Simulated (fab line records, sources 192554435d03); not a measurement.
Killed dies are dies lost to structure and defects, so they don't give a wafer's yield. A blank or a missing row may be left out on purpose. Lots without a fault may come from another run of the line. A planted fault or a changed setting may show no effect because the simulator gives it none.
fab line records | flow n5_finfet
record lots=7 wafers=39
route steps=1938 shown WELL_APT@39 DUMMY_GATE@228 HKMG_FIN@403 GATE_CUT@501
start_h: hours from the record's first day to the start of the lot's first wafer shown | wait_h: hours since the lot's step before | " the same as in the row above | L1.1+2: a row that stands for several wafers | - no value, or no start given | * or withheld: withheld | < > ~ a bound
route shown NAME@n: a module of which the file shows steps, and the number in the route of the first | usual: mean/standard deviation of fault-free wafers | same: alike in all rows | chamber/n: place in a boat | sites: the reading at each site | _std_site: their standard deviation | _edge_site: outer sites' mean less inner sites' | radius_mm: how far each site lies from the wafer's centre | mask NAME#n: copy n | behind: the tool/chamber that last shaped the wafer | hold: why the lot was held/for how many hours/how that ended | device: the transistor (n, p or np) that didn't switch | end of line: the same wafers' tests at the end of the route | a step without rows: its recipe alone | killed: dies lost to structure and defects at the first sort, not the wafer's yield | map: a wafer's dies, x killed, . not, _ none there
set.NAME: the setting as run; set.NAME@STEP: as run at that earlier step | model.NAME: the simulator's own value behind a step, which no gauge read
lots whose settings were changed on purpose; a table a step, a row a wafer
## steps
# step N5_WELL_APT_EXPOSE_22
# recipe mask_id=PWELL na=0.8 source_shape=conventional sigma_outer=0.8 polarization=unpolarized defocus_nm=0 target_cd_nm=200 dose_mj=23.2
# columns lot.wafer tool chamber start_h wait_h mask set.dose_mj
L074.1+2+3+4+5+6 krf_scanner-02 0 15.03 - PWELL#0 23.2
L077.1+3+6 krf_scanner-01 0 33.01 - PWELL#0 23.2
L077.2+4+5 " 0 " " PWELL#0 23.79
L080.1+2+3+4+5+6 krf_scanner-02 0 50.96 - PWELL#0 23.2
L081.1+2+4 krf_scanner-02 0 56.95 - PWELL#0 22.1
L081.3+5+6 " 0 " " PWELL#0 23.2
L082.1+3+4 krf_scanner-01 0 63.21 - PWELL#0 23.2
L082.2+5+6 " 0 " " PWELL#0 23.88
L087.1+2+3+4+5+6 krf_scanner-02 0 92.59 - PWELL#0 23.2
L097.3+4+6 krf_scanner-02 0 152.72 - PWELL#0 23.2
# step N5_WELL_APT_PEB_23
# recipe peb_temp_c=130 peb_time_s=90
# step N5_WELL_APT_DEVELOP_24
# recipe develop_time_s=45 rinse_liquid=surfactant_rinse dry=air_spin dev_temp_c=21
# step N5_WELL_APT_HARDBAKE_29
# recipe temp_c=130 time_s=120
# step N5_WELL_APT_CD_MEAS_25
# recipe target_cd_nm=200 landing_energy_ev=500 detector=se_inlens
# usual cd_nm=200.4/1.5
# columns lot.wafer tool chamber start_h wait_h set.dose_mj@WELL_APT_EXPOSE_22 cd_nm
L074.1 cd_sem-01 0 15.20 - 23.2 198.1
L074.2 " 0 " " 23.2 198.9
L074.3 " 0 " " 23.2 198.0
L074.4 " 0 " " 23.2 200.6
L074.5 " 0 " " 23.2 199.7
L074.6 " 0 " " 23.2 199.5
L077.1 cd_sem-03 0 33.18 - 23.2 198.8
L077.2 " 0 " " 23.79 206.4
L077.3 " 0 " " 23.2 200.5
L077.4 " 0 " " 23.79 204.1
L077.5 " 0 " " 23.79 204.1
L077.6 " 0 " " 23.2 200.3
L080.1 cd_sem-02 0 51.14 - 23.2 198.5
L080.2 " 0 " " 23.2 200.4
L080.3 " 0 " " 23.2 198.5
L080.4 " 0 " " 23.2 200.1
L080.5 " 0 " " 23.2 199.7
L080.6 " 0 " " 23.2 197.2
L081.1 cd_sem-03 0 57.13 - 22.1 192.1
L081.2 " 0 " " 22.1 193.1
L081.3 " 0 " " 23.2 202.5
L081.4 " 0 " " 22.1 194.7
L081.5 " 0 " " 23.2 202.1
L081.6 " 0 " " 23.2 203.1
L082.1 cd_sem-01 0 63.38 - 23.2 198.3
L082.2 " 0 " " 23.88 206.0
L082.3 " 0 " " 23.2 199.6
L082.4 " 0 " " 23.2 200.7
L082.5 " 0 " " 23.88 205.1
L082.6 " 0 " " 23.88 205.0
L087.1 cd_sem-03 0 92.76 - 23.2 200.3
L087.2 " 0 " " 23.2 199.6
L087.3 " 0 " " 23.2 198.4
L087.4 " 0 " " 23.2 199.4
L087.5 " 0 " " 23.2 200.7
L087.6 " 0 " " 23.2 200.0
L097.3 cd_sem-02 0 152.88 - 23.2 199.7
L097.4 " 0 " " 23.2 200.1
L097.6 " 0 " " 23.2 201.9
# step N5_WELL_APT_DESCUM_30
# recipe chemistry=O2 time_s=7.9 source_power_w=50 bias_power_w=20 pressure_mtorr=20 rf_frequency_hz=2.712e+07 temp_c=40 o2_flow_sccm=225
# columns lot.wafer tool chamber start_h wait_h set.dose_mj@WELL_APT_EXPOSE_22 model.WELL_APT.cd_nm
L074.1 rie_diel-04 3 15.33 0.1 23.2 198.4
L074.2 " 0 " " 23.2 199
L074.3 " 2 " " 23.2 197.6
L074.4 " 1 " " 23.2 200.7
L074.5+6 " 0,3 " " 23.2 199.5
L077.1 rie_diel-04 3 33.28 0.0 23.2 199
L077.2 " 1 " " 23.79 206.2
L077.3+6 " 2,1 " " 23.2 200.3
L077.4 " 3 " " 23.79 204.6
L077.5 " 2 " " 23.79 204.2
L080.1 rie_diel-05 2 51.22 0.0 23.2 198.2
L080.2 " 0 " " 23.2 200.3
L080.3 " 1 " " 23.2 198.8
L080.4 " 3 " " 23.2 200.5
L080.5 " 1 " " 23.2 199.7
L080.6 " 2 " " 23.2 197.8
L081.1 rie_diel-05 0 57.21 0.0 22.1 192.1
L081.2 " 3 " " 22.1 192.8
L081.3 " 2 " " 23.2 202.7
L081.4 " 1 " " 22.1 194.7
L081.5 " 1 " " 23.2 201.8
L081.6 " 0 " " 23.2 202.9
L082.1 rie_diel-04 3 63.47 0.0 23.2 198.4
L082.2 " 0 " " 23.88 206
L082.3 " 2 " " 23.2 199.7
L082.4 " 1 " " 23.2 200.5
L082.5 " 3 " " 23.88 205.8
L082.6 " 2 " " 23.88 205
L087.1 rie_diel-04 3 92.85 0.0 23.2 200.3
L087.2 " 1 " " 23.2 199.9
L087.3 " 0 " " 23.2 198.4
L087.4 " 2 " " 23.2 199.5
L087.5 " 2 " " 23.2 200.6
L087.6 " 3 " " 23.2 200.2
L097.3+4 rie_diel-06 1,2 152.97 0.0 23.2 199.9
L097.6 " 3 " " 23.2 202.1
# step N5_WELL_APT_EPI_41
# recipe material=Si target_thk_a=500 temp_c=650 precursor=SiH4/H2 pressure_torr=20 time_s=297.7
# columns lot.wafer tool chamber start_h wait_h set.target_thk_a model.Si_of_WELL_APT_EPI_41.thk_nm
L074.1 epi_rpcvd-01 0 16.33 0.0 521.1 52.14
L074.2 " 0 " " 500 49.08
L074.3 " 0 " " 500 49.61
L074.4 " 0 " " 500 50.12
L074.5 " 0 " " 521.1 51.25
L074.6 " 0 " " 521.1 50.89
L077.1 epi_rpcvd-03 0 34.40 0.0 479.1 48.13
L077.2 " 0 " " 500 50.21
L077.3 " 0 " " 500 50.51
L077.4 " 0 " " 479.1 47.84
L077.5 " 0 " " 500 50.27
L077.6 " 0 " " 479.1 48.2
L080.1 epi_rpcvd-02 0 52.43 0.0 461.3 45.5
L080.2 " 0 " " 461.3 45.7
L080.3 " 0 " " 461.3 45.99
L080.4 " 0 " " 500 49.14
L080.5 " 0 " " 500 48.91
L080.6 " 0 " " 500 50.03
L081.1 epi_rpcvd-01 0 58.66 0.0 500 49.14
L081.2 " 0 " " 500 49.21
L081.3 " 0 " " 500 49.54
L081.4 " 0 " " 500 49.41
L081.5 " 0 " " 500 49.2
L081.6 " 0 " " 500 50.08
L082.1 epi_rpcvd-01 0 64.49 0.0 500 49.22
L082.2 " 0 " " 469.5 46.18
L082.3 " 0 " " 469.5 46.04
L082.4 " 0 " " 500 48.82
L082.5 " 0 " " 500 48.84
L082.6 " 0 " " 469.5 46.4
L087.1 epi_rpcvd-02 0 93.87 0.0 523.8 53.32
L087.2 " 0 " " 500 51.11
L087.3+6 " 0 " " 523.8 53.62
L087.4 " 0 " " 500 50.92
L087.5 " 0 " " 500 51.04
L097.3 epi_rpcvd-01 0 154.25 0.2 500 50.53
L097.4 " 0 " " 500 50.21
L097.6 " 0 " " 500 49.53
# step N5_DUMMY_GATE_EXPOSE_12
# recipe mask_id=GATE na=0.33 source_shape=annular sigma_inner=0.2 sigma_outer=0.6 polarization=unpolarized target_cd_nm=25 dose_mj=34
# columns lot.wafer tool chamber start_h wait_h mask set.dose_mj
L074.1+2+5 euv_scanner-01 0 51.35 - GATE#0 34
L074.3+4+6 " 0 " " GATE#0 32.07
L077.1+3+5 euv_scanner-02 0 64.60 - GATE#0 31.55
L077.2+4+6 " 0 " " GATE#0 34
L080.1+2+6 euv_scanner-02 0 82.84 - GATE#0 34
L080.3+4+5 " 0 " " GATE#0 34.9
L081.1+5+6 euv_scanner-01 0 88.45 - GATE#0 34
L081.2+3+4 " 0 " " GATE#0 32.95
L082.1+2+4 euv_scanner-01 0 95.44 - GATE#0 34.87
L082.3+5+6 " 0 " " GATE#0 34
L087.1+2+3+4+5+6 euv_scanner-01 0 126.07 - GATE#0 34
L097.3+4+6 euv_scanner-02 0 182.94 - GATE#0 34
# step N5_DUMMY_GATE_PEB_13
# recipe peb_temp_c=100 peb_time_s=60 resist=CAR-EUV
# step N5_DUMMY_GATE_DEVELOP_14
# recipe develop_time_s=30 developer=TMAH resist=CAR-EUV rinse_liquid=surfactant_rinse dry=air_spin dev_temp_c=23
# step N5_DUMMY_GATE_STRIP_38
# recipe chemistry=N2/H2 temp_c=40 n2_flow_sccm=200 h2_flow_sccm=200 rf_frequency_hz=6e+07
# step N5_DUMMY_GATE_STRIP_39
# recipe chemistry=N2/H2 temp_c=40 n2_flow_sccm=200 h2_flow_sccm=200 rf_frequency_hz=6e+07
# step N5_DUMMY_GATE_TRIM_49
# recipe chemistry=O2 resist=SOC time_s=29 target_cd_nm=14 source_power_w=300 bias_power_w=0 O2_flow_sccm=100 temp_c=20
# columns lot.wafer tool chamber start_h wait_h set.dose_mj@DUMMY_GATE_EXPOSE_12 model.DUMMY_GATE.cd_nm
L074.1 rie_si-02 2 51.83 0.0 34 13.8
L074.2 " 1 " " 34 14.4
L074.3+4 " 0,3 " " 32.07 15
L074.5 " 1 " " 34 14
L074.6 " 2 " " 32.07 14.8
L077.1 rie_si-01 2 65.09 0.0 31.55 14.8
L077.2+6 " 0,1 " " 34 13.6
L077.3+5 " 3,2 " " 31.55 15.2
L077.4 " 1 " " 34 14
L080.1 rie_si-04 2 83.47 0.0 34 14
L080.2+6 " 1,3 " " 34 13.8
L080.3 " 3 " " 34.9 13.2
L080.4 " 0 " " 34.9 13.4
L080.5 " 2 " " 34.9 13.6
L081.1 rie_si-02 1 88.93 0.0 34 14.4
L081.2+4 " 3,0 " " 32.95 14.8
L081.3 " 2 " " 32.95 14.4
L081.5+6 " 0,1 " " 34 14.2
L082.1+2 rie_si-01 3,2 95.93 0.0 34.87 13.4
L082.3+6 " 1,3 " " 34 14
L082.4 " 0 " " 34.87 13.6
L082.5 " 2 " " 34 13.8
L087.1 rie_si-02 1 126.55 0.0 34 14.4
L087.2+3+6 " 0,2,2 " " 34 14
L087.4+5 " 3 " " 34 14.2
L097.3+4 rie_si-01 0,3 183.42 0.0 34 14
L097.6 " 2 " " 34 13.8
# step N5_DUMMY_GATE_STRIP_40
# recipe chemistry=CF4 resist=SiARC power_w=300 bias_power_w=75 pressure_mtorr=50 cf4_flow_sccm=150 rf_frequency_hz=6e+07
# step N5_DUMMY_GATE_ETCH_32
# recipe chemistry=CF4 target=SiO2 target_depth_a=35 time_s=3.9 ion_energy_ev=350 pressure_mtorr=10 icp_w=800 bias_w=400 cf4_flow_sccm=80
# step N5_DUMMY_GATE_ETCH_23
# recipe chemistry=HBr/Cl2/O2 HBr_flow_sccm=150 Cl2_flow_sccm=80 O2_flow_sccm=12 bias_w=102 target_depth_a=410 time_s=22.3 target=poly-Si mask_material=SiO2 pressure_mtorr=10 icp_w=800
# step N5_DUMMY_GATE_ETCH_44
# recipe chemistry=HBr/O2 over_etch_frac=0.7 target_depth_a=1275 stop_on=SiO2 ion_energy_ev=60 bias_w=20 target=poly-Si mask_material=SiO2 pressure_mtorr=20 icp_w=400 HBr_flow_sccm=120 O2_flow_sccm=10
# columns lot.wafer tool chamber start_h wait_h set.dose_mj@DUMMY_GATE_EXPOSE_12 model.DUMMY_GATE.cd_nm
L074.1 rie_si-01 1 52.52 0.0 34 14.8
L074.2 " 0 " " 34 15.4
L074.3+4+6 " 3,2,2 " " 32.07 16
L074.5 " 1 " " 34 15
L077.1 rie_si-04 3 65.66 0.0 31.55 15.8
L077.2+6 " 1,0 " " 34 14.8
L077.3 " 0 " " 31.55 16.2
L077.4 " 2 " " 34 15
L077.5 " 3 " " 31.55 16
L080.1+2 rie_si-02 2,1 84.02 0.0 34 15
L080.3 " 0 " " 34.9 14.4
L080.4+5 " 3,2 " " 34.9 14.6
L080.6 " 1 " " 34 14.8
L081.1+6 rie_si-01 3,1 89.46 0.0 34 15.6
L081.2+4 " 2,0 " " 32.95 15.8
L081.3 " 1 " " 32.95 15.6
L081.5 " 2 " " 34 15.4
L082.1 rie_si-04 1 96.50 0.0 34.87 14.4
L082.2+4 " 3,0 " " 34.87 14.6
L082.3+6 " 2,3 " " 34 15.2
L082.5 " 2 " " 34 14.8
L087.1 rie_si-04 0 127.09 0.0 34 15.4
L087.2+3+6 " 1,3,0 " " 34 14.8
L087.4 " 3 " " 34 15
L087.5 " 1 " " 34 15.2
L097.3 rie_si-02 2 183.95 0.0 34 15
L097.4 " 3 " " 34 15.2
L097.6 " 0 " " 34 14.6
# step N5_DUMMY_GATE_ETCH_42
# recipe chemistry=CHF3/O2 target=SiO2 target_depth_a=35 time_s=31 ion_energy_ev=30 bias_w=12 pressure_mtorr=30 source_w=600 Ar_flow_sccm=200 CHF3_flow_sccm=50 O2_flow_sccm=5
# columns lot.wafer tool chamber start_h wait_h set.bias_w set.dose_mj@DUMMY_GATE_EXPOSE_12 model.DUMMY_GATE.cd_nm
L074.1 rie_diel-01 1 52.68 0.0 12 34 14.8
L074.2 " 3 " " 12 34 15.4
L074.3 " 0 " " 12 32.07 16.2
L074.4+6 " 2,3 " " 12 32.07 15.8
L074.5 " 2 " " 12 34 15
L077.1 rie_diel-01 3 65.82 0.0 12 31.55 15.8
L077.2 " 0 " " 12 34 14.8
L077.3 " 1 " " 12 31.55 16.2
L077.4 " 2 " " 12 34 15
L077.5 " 0 " " 12 31.55 16
L077.6 " 1 " " 12 34 14.6
L080.1+2 rie_diel-03 1,0 84.18 0.0 12 34 15
L080.3 " 3 " " 12 34.9 14.4
L080.4+5 " 1,3 " " 12 34.9 14.6
L080.6 " 0 " " 12 34 14.8
L081.1 rie_diel-01 2 89.62 0.0 12 34 15.6
L081.2 " 0 " " 12 32.95 15.8
L081.3 " 1 " " 12 32.95 15.6
L081.4 " 3 " " 12.72 32.95 16
L081.5+6 " 3,2 " " 12.72 34 15.4
L082.1+2 rie_diel-03 2,0 96.66 0.0 12 34.87 14.6
L082.3 " 1 " " 12 34 15.2
L082.4 " 0 " " 11.36 34.87 14.6
L082.5 " 1 " " 11.36 34 14.8
L082.6 " 2 " " 11.36 34 15.2
L087.1 rie_diel-02 0 127.25 0.0 10.03 34 15.4
L087.2 " 1 " " 10.03 34 14.8
L087.3+6 " 3,1 " " 12 34 14.8
L087.4 " 2 " " 10.03 34 15
L087.5 " 2 " " 12 34 15.2
L097.3 rie_diel-03 0 184.11 0.0 12 34 14.8
L097.4 " 2 " " 12 34 15.2
L097.6 " 2 " " 12 34 14.6
# step N5_HKMG_FIN_ETCH_55
# recipe chemistry=N2/H2 target=SOC target_depth_a=2400 temp_c=40 time_s=300 ion_energy_ev=200 mask_material=SiARC pressure_mtorr=30 source_w=840 bias_w=150 n2_flow_sccm=200 h2_flow_sccm=200
# columns lot.wafer tool chamber start_h wait_h set.time_s model.etch.depth_nm model.HKMG_FIN.feature_depth_nm model.SiARC_of_HKMG_FIN_COAT_42.thk_nm
L074.1 rie_diel-05 3 77.29 0.0 345.4 270.5 270.6 19.6
L074.2 " 0 " " 300 235.2 235.2 21.8
L074.3 " 2 " " 300 234.1 234 21.8
L074.4 " 1 " " 345.4 277.7 277.8 19
L074.5 " 2 " " 300 235.6 235.6 21.6
L074.6 " 1 " " 345.4 280.3 280.2 19
L077.1 rie_diel-05 1 89.70 0.0 300 244.4 244.4 21
L077.2 " 3 " " 300 236.9 236.8 21.2
L077.3 " 0 " " 300 236.3 236.2 21.4
L077.4 " 2 " " 336.3 263.5 263.6 19.8
L077.5 " 3 " " 336.3 263.7 263.8 19.6
L077.6 " 0 " " 336.3 264.5 264.4 19.8
L080.1 rie_diel-04 2 108.34 0.0 300 243.5 243.6 20.8
L080.2 " 3 " " 300 240.6 240.6 21
L080.3 " 0 " " 263.6 211.5 211.4 22.6
L080.4 " 2 " " 300 242 242 21
L080.5 " 0 " " 263.6 212.6 212.6 22.6
L080.6 " 3 " " 263.6 209 209 22.8
L081.1 rie_diel-05 3 116.00 0.0 300 234 234 21.6
L081.2 " 0 " " 228 178.8 178.8 25
L081.3 " 1 " " 228 184 184 24.4
L081.4 " 0 " " 300 236.2 236.2 21.8
L081.5 " 1 " " 300 243.5 243.4 21
L081.6 " 3 " " 228 178.3 178.2 25
L082.1 rie_diel-04 2 119.56 0.0 276.4 226.1 226 22
L082.2 " 0 " " 300 242.9 243 21
L082.3 " 1 " " 276.4 227 227 22
L082.4 " 3 " " 300 238.8 238.8 21.2
L082.5 " 3 " " 276.4 222.9 223 22.4
L082.6 " 2 " " 300 243.4 243.4 21
L087.1 rie_diel-04 1 151.02 0.0 300 243.6 243.6 21.2
L087.2 " 2 " " 300 242.5 242.4 21.2
L087.3 " 0 " " 300 238.9 238.8 21
L087.4 " 0 " " 300 241.8 241.8 21
L087.5 " 2 " " 300 244 244 21
L087.6 " 1 " " 300 242.8 242.8 21
L097.3 rie_diel-06 1 209.39 0.0 300 238.3 238.2 21.4
L097.4 " 0 " " 300 238.3 238.4 21.6
L097.6 " 2 " " 300 242.1 242 21.2
# step N5_GATE_CUT_CUT_ETCH_54
# recipe chemistry=Cl2/BCl3 target=TiN mask_material=SiO2 target_depth_a=967 pressure_mtorr=10 icp_w=1000 bias_w=126 Cl2_flow_sccm=53.25 bcl3_flow_sccm=21.75 Ar_flow_sccm=25 ends=cleared
# usual etch_rf_on_time_s=36.6/0.49
# columns lot.wafer tool chamber start_h wait_h set.icp_w etch_rf_on_time_s
L074.1 rie_metal-02 0 89.92 0.0 1056 34.8
L074.2 " 1 " " 1056 35.7
L074.3 " 1 " " 1056 35.6
L074.4 " 0 " " 1000 36.9
L074.5 " 0 " " 1000 36.8
L074.6 " 1 " " 1000 37.1
L077.1 rie_metal-01 0 101.56 0.0 1000 36.1
L077.2 " 1 " " 1000 36.9
L077.3 " 1 " " 831.2 42.8
L077.4 " 0 " " 831.2 42.7
L077.5 " 1 " " 831.2 43.1
L077.6 " 0 " " 1000 35.8
L080.1 rie_metal-03 1 120.49 0.0 1000 36.8
L080.2 " 0 " " 1000 36.3
L080.3 " 0 " " 1108 33.5
L080.4 " 1 " " 1108 33.5
L080.5 " 1 " " 1000 37.0
L080.6 " 0 " " 1108 33.7
L081.1 rie_metal-02 1 128.31 0.0 1055 35.5
L081.2 " 0 " " 1000 37.2
L081.3 " 0 " " 1055 35.5
L081.4 " 1 " " 1055 35.7
L081.5 " 0 " " 1000 36.9
L081.6 " 1 " " 1000 37.4
L082.1 rie_metal-02 1 135.02 0.0 894 41.6
L082.2 " 0 " " 1000 36.8
L082.3 " 1 " " 1000 37.5
L082.4 " 0 " " 894 40.3
L082.5 " 1 " " 1000 37.7
L082.6 " 0 " " 894 40.7
L087.1 rie_metal-03 0 163.06 0.0 1088 34.5
L087.2 " 1 " " 1000 37.1
L087.3 " 1 " " 1000 36.8
L087.4 " 0 " " 1000 36.9
L087.5 " 1 " " 1088 34.0
L087.6 " 0 " " 1088 34.3
L097.3 rie_metal-01 1 221.69 0.0 1000 36.1
L097.4 " 0 " " 1000 35.8
L097.6 " 0 " " 1000 36.2
## key
split step=N5_WELL_APT_EXPOSE_22 setting=dose_mj stated=23.2 by=wafer
response step=N5_WELL_APT_CD_MEAS_25 reading=cd_nm change=+1.97 per=1% r=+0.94
response step=N5_WELL_APT_DESCUM_30 reading=model.WELL_APT.cd_nm change=+1.99 per=1% r=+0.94
split step=N5_WELL_APT_EPI_41 setting=target_thk_a stated=500 by=wafer
response step=N5_WELL_APT_EPI_41 reading=model.Si_of_WELL_APT_EPI_41.thk_nm change=+0.477 per=1% r=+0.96
split step=N5_DUMMY_GATE_EXPOSE_12 setting=dose_mj stated=34 by=wafer
response step=N5_DUMMY_GATE_TRIM_49 reading=model.DUMMY_GATE.cd_nm change=-0.17 per=1% r=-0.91
response step=N5_DUMMY_GATE_ETCH_44 reading=model.DUMMY_GATE.cd_nm change=-0.154 per=1% r=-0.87
response step=N5_DUMMY_GATE_ETCH_42 reading=model.DUMMY_GATE.cd_nm change=-0.157 per=1% r=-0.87
split step=N5_DUMMY_GATE_ETCH_42 setting=bias_w stated=12 by=wafer
response none clear
split step=N5_HKMG_FIN_ETCH_55 setting=time_s stated=300 by=wafer
response step=N5_HKMG_FIN_ETCH_55 reading=model.etch.depth_nm change=+2.42 per=1% r=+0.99
response step=N5_HKMG_FIN_ETCH_55 reading=model.HKMG_FIN.feature_depth_nm change=+2.42 per=1% r=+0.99
response step=N5_HKMG_FIN_ETCH_55 reading=model.SiARC_of_HKMG_FIN_COAT_42.thk_nm change=-0.143 per=1% r=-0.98
split step=N5_GATE_CUT_CUT_ETCH_54 setting=icp_w stated=1000 by=wafer
response step=N5_GATE_CUT_CUT_ETCH_54 reading=etch_rf_on_time_s change=* per=1% r=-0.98
